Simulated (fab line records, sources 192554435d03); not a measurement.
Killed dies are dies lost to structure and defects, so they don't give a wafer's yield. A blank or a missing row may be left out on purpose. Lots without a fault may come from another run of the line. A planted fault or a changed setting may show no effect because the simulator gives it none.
Chamber matching | flow n5_finfet | N5_BEOL_M0_DEP_125 on pecvd-01: 3 sister chambers
The step deposits SiCN from 3MS/NH3, target thk 8 nm, time 14 s. 3 wafers are shown with their chamber, then 12 later ones without.

WAFERS WITH THEIR CHAMBER
wafer  | chamber | showerhead_vpp_V (V)
L083.6 | 1       | 879
L086.2 | 0       | 853
L086.6 | 2       | 915

WAFERS WITHOUT THEIR CHAMBER
wafer  | showerhead_vpp_V (V)
L089.1 | 867
L089.5 | 884
L089.6 | 901
L093.3 | 852
L093.5 | 912
L093.6 | 859
L095.2 | 861
L095.3 | 913
L095.6 | 915
L097.1 | 877
L097.3 | 917
L097.6 | 926

WHICH CHAMBER EACH WENT THROUGH
wafer  | from the rows above     | in truth
L089.1 | can't be placed: 1 or 0 | 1
L089.5 | 1                       | 1
L089.6 | can't be placed: 2 or 1 | 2
L093.3 | 0                       | 0
L093.5 | 2                       | 2
L093.6 | can't be placed: 0 or 1 | 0
L095.2 | can't be placed: 0 or 1 | 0
L095.3 | 2                       | 2
L095.6 | 2                       | 2
L097.1 | 1                       | 1
L097.3 | 2                       | 2
L097.6 | 2                       | 2
Placed correctly: 8 of 12. Can't be placed from these rows: 4 (the true chamber is among the candidates in 4). Placed wrongly: 0.
How it was worked out, from the rows above alone: a wafer's distance from a chamber is the root of the sum, over the readings, of the square of ((its reading less the chamber's mean) divided by the reading's scatter). The wafer belongs to the nearest chamber; if the next one is less than 2 further off, it can't be placed. A chamber's mean is the mean of its shown wafers. The scatter: with one shown wafer a chamber, the root of the mean of the squares of how far each hidden wafer lies from its nearest shown one.
